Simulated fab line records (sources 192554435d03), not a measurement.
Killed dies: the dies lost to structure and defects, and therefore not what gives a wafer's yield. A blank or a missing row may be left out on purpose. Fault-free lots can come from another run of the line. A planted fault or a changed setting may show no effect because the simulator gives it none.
Chamber matching | flow n5 finfet | N5_GATE_CUT_HM_OPEN_40 on rie diel-05: 4 sister chambers
The step chemistry C4F6/O2, target SiO2, target depth 139 nm, time 85.1 s. 4 wafers are shown with their chamber, then 10 later ones without.

WAFERS, EACH WITH ITS CHAMBER
wafer  | chamber | rf vpp V (V)
L085.1 | 3       | 644
L088.4 | 2       | 688
L090.3 | 1       | 660
L090.4 | 0       | 676

WAFERS WITH NO CHAMBER GIVEN
wafer  | rf vpp V (V)
L090.5 | 689
L095.1 | 660
L095.3 | 687
L095.6 | 688
L096.2 | 688
L096.5 | 644
L096.6 | 677
L097.1 | 659
L097.4 | 644
L097.6 | 687

EACH ONE'S CHAMBER
wafer  | from the rows above | in truth
L090.5 | 2                   | 2
L095.1 | 1                   | 1
L095.3 | 2                   | 2
L095.6 | 2                   | 2
L096.2 | 2                   | 2
L096.5 | 3                   | 3
L096.6 | 0                   | 0
L097.1 | 1                   | 1
L097.4 | 3                   | 3
L097.6 | 2                   | 2
Placed correctly: 10 of 10. Can't be placed from these rows: 0. 0 placed wrongly.
How it was worked out, from the rows above alone: a wafer's distance from a chamber is the root of the sum, over the readings, of the square of ((its reading less the chamber's mean) divided by the reading's scatter). The wafer belongs to the nearest chamber; if the next one is less than 2 further off, it can't be placed. For every chamber, the mean is computed from those of its wafers that are shown. The scatter: root of mean squared gap, hidden wafer to nearest shown wafer, with one shown wafer a chamber.
